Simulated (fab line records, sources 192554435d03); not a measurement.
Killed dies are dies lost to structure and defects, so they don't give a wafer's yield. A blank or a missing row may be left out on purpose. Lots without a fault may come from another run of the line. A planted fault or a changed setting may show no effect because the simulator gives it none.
Which tool did it? | flow n5_finfet | 11 lots, 33 wafers sampled, at 3 steps of a route of 1938

WHAT THE GAUGES READ, wafer by wafer
N5_BEOL_M8_OVL_MEAS_29. Usual: V7_OVL 0.4 nm, standard deviation 0.79.
lot  | measured     | on         | V7_OVL (nm)   | flag
L183 | day 9 15:00  | overlay-01 | 0.3 -0.4 0.4  |
L185 | day 9 20:01  | overlay-02 | -0.3 -0.9 0.0 |
L187 | day 10 10:41 | overlay-01 | 0.8 1.2 0.9   |
L188 | day 10 20:49 | overlay-01 | 0.3 1.6 0.3   |
L189 | day 11 01:37 | overlay-01 | 1.1 0.2 1.1   |
L191 | day 11 09:35 | overlay-01 | -1.0 0.7 0.2  |
L193 | day 11 15:13 | overlay-01 | 0.7 -0.4 -0.6 |
L192 | day 11 15:17 | overlay-02 | 1.0 -0.7 -0.5 |
L204 | day 15 14:53 | overlay-02 | 1.1 1.7 0.7   |
L202 | day 15 14:56 | overlay-01 | 1.0 -0.5 1.4  |
L205 | day 16 18:47 | overlay-01 | 0.2 0.7 1.1   |

WHICH TOOL RAN EACH LOT (tool, then ch and the chambers of the sampled wafers, then the start)
lot  | N5_BEOL_M8_STRIP_67                | N5_BEOL_M8_EXPOSE_25
L183 | rie_diel-05 ch 0,1,2, day 9 13:26  | euv_scanner-01 ch 0, day 9 14:50
L185 | rie_diel-05 ch 0,1, day 9 18:04    | euv_scanner-02 ch 0, day 9 19:51
L187 | rie_diel-03 ch 0,1,3, day 10 09:58 | euv_scanner-01 ch 0, day 10 10:31
L188 | rie_diel-01 ch 1,3, day 10 20:15   | euv_scanner-01 ch 0, day 10 20:38
L189 | rie_diel-01 ch 0,3, day 11 00:49   | euv_scanner-01 ch 0, day 11 01:27
L191 | rie_diel-01 ch 0,1,2, day 11 06:40 | euv_scanner-01 ch 0, day 11 09:25
L193 | rie_diel-03 ch 1,3, day 11 09:35   | euv_scanner-01 ch 0, day 11 15:04
L192 | rie_diel-05 ch 0,2,3, day 11 10:09 | euv_scanner-01 ch 0, day 11 15:07
L204 | rie_diel-01 ch 1,2, day 15 13:53   | euv_scanner-02 ch 0, day 15 14:44
L202 | rie_diel-03 ch 0,1, day 15 14:07   | euv_scanner-02 ch 0, day 15 14:46
L205 | rie_diel-01 ch 1,3, day 16 12:14   | euv_scanner-02 ch 0, day 16 18:38
- N5_BEOL_M8_STRIP_67: strips in CF4.
- N5_BEOL_M8_EXPOSE_25: exposes mask V7, target cd 40 nm.

WHAT THE TOOLS THEMSELVES READ (means of the sampled wafers that have a number; where no wafer has one, the mark that the record gives instead)
N5_BEOL_M8_STRIP_67. Usual: drypump_motor_current_A 5.8 A, standard deviation 0.39; oes_product_au 0.80 a.u., standard deviation 0.091; rf_vpp_V 271.6 V, standard deviation 1.8; showerhead_plenum_p_Torr 1.82 Torr, standard deviation 0.07; throttle_valve_pct 13.59 %, standard deviation 0.28.
lot  | tool        | drypump_motor_current_A (A) | oes_product_au (a.u.) | rf_vpp_V (V) | showerhead_plenum_p_Torr (Torr) | throttle_valve_pct (%) | flag
L183 | rie_diel-05 | 5.9                         | 0.70                  | 271.1        | 1.78                            | 13.77                  |
L185 | rie_diel-05 | 5.9                         | 0.69                  | 269.2        | 1.73                            | 13.72                  |
L187 | rie_diel-03 | 5.8                         | 0.78                  | 270.3        | 1.78                            | 13.65                  |
L188 | rie_diel-01 | 5.8                         | 0.87                  | 272.9        | 1.88                            | 13.64                  |
L189 | rie_diel-01 | 5.5                         | 0.85                  | 273.0        | 1.91                            | 13.76                  |
L191 | rie_diel-01 | 5.6                         | 0.82                  | 272.2        | 1.83                            | 13.42                  |
L193 | rie_diel-03 | 5.4                         | 0.79                  | 269.3        | 1.74                            | 13.67                  |
L192 | rie_diel-05 | 6.1                         | 0.79                  | 272.2        | 1.82                            | 13.56                  |
L204 | rie_diel-01 | 5.9                         | 0.80                  | 271.5        | 1.80                            | 13.38                  |
L202 | rie_diel-03 | 6.2                         | 0.93                  | 271.2        | 1.82                            | 13.32                  |
L205 | rie_diel-01 | 5.8                         | 0.81                  | 273.6        | 1.87                            | 13.73                  |

N5_BEOL_M8_EXPOSE_25. Usual: exposure_dose_mJ_cm2 42.46, standard deviation 0.041.
lot  | tool           | exposure_dose_mJ_cm2 | flag
L183 | euv_scanner-01 | 42.41                |
L185 | euv_scanner-02 | 42.42                |
L187 | euv_scanner-01 | 42.48                |
L188 | euv_scanner-01 | 42.47                |
L189 | euv_scanner-01 | 43.26                | OFF
L191 | euv_scanner-01 | 43.09                | OFF
L193 | euv_scanner-01 | 43.00                | OFF
L192 | euv_scanner-01 | 42.91                | OFF
L204 | euv_scanner-02 | 42.50                |
L202 | euv_scanner-02 | 42.51                |
L205 | euv_scanner-02 | 42.45                |

THE ANSWER, worked out from the rows above alone
Rule: a lot is off if the mean of its wafers that have a number lies more than 3 standard deviations from the usual mean. A lot without any number at a reading at which 4 lots or more have one is off too. The other lots that the step has rows for count as sound. The gauges are gone through in route order, then the tools' own readings, and for those a lot's mean is taken as printed above. The first step at which some lot is off is used, and at that step the reading that is off furthest; a lot without a number counts as furthest.
Off: L189, L191, L193, L192, at N5_BEOL_M8_EXPOSE_25 (exposure_dose_mJ_cm2).
A tool fits if, at that step or a process step before it, it ran every lot that is off, and no sound lot after the first of them. One fits: euv_scanner-01 at N5_BEOL_M8_EXPOSE_25. Its last sound lot is L188 (day 10 20:38), its first lot that is off L189 (day 11 01:27): a fault that began between those two fits.
The tool's own readings at N5_BEOL_M8_EXPOSE_25 bear it out: on the lots that are off they differ by more than 5 times the standard deviation of the sound lots' means. exposure_dose_mJ_cm2 reads 43.06 there against 42.46 on the sound lots.

WHAT THE SIMULATOR HAD PUT IN
Process parameter drift: euv_scanner-01, from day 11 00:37 on, at N5_BEOL_M8_EXPOSE_25. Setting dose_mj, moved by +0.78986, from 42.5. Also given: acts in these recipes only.
Lots struck among those shown: L189, L191, L193, L192. The rule above found the same.
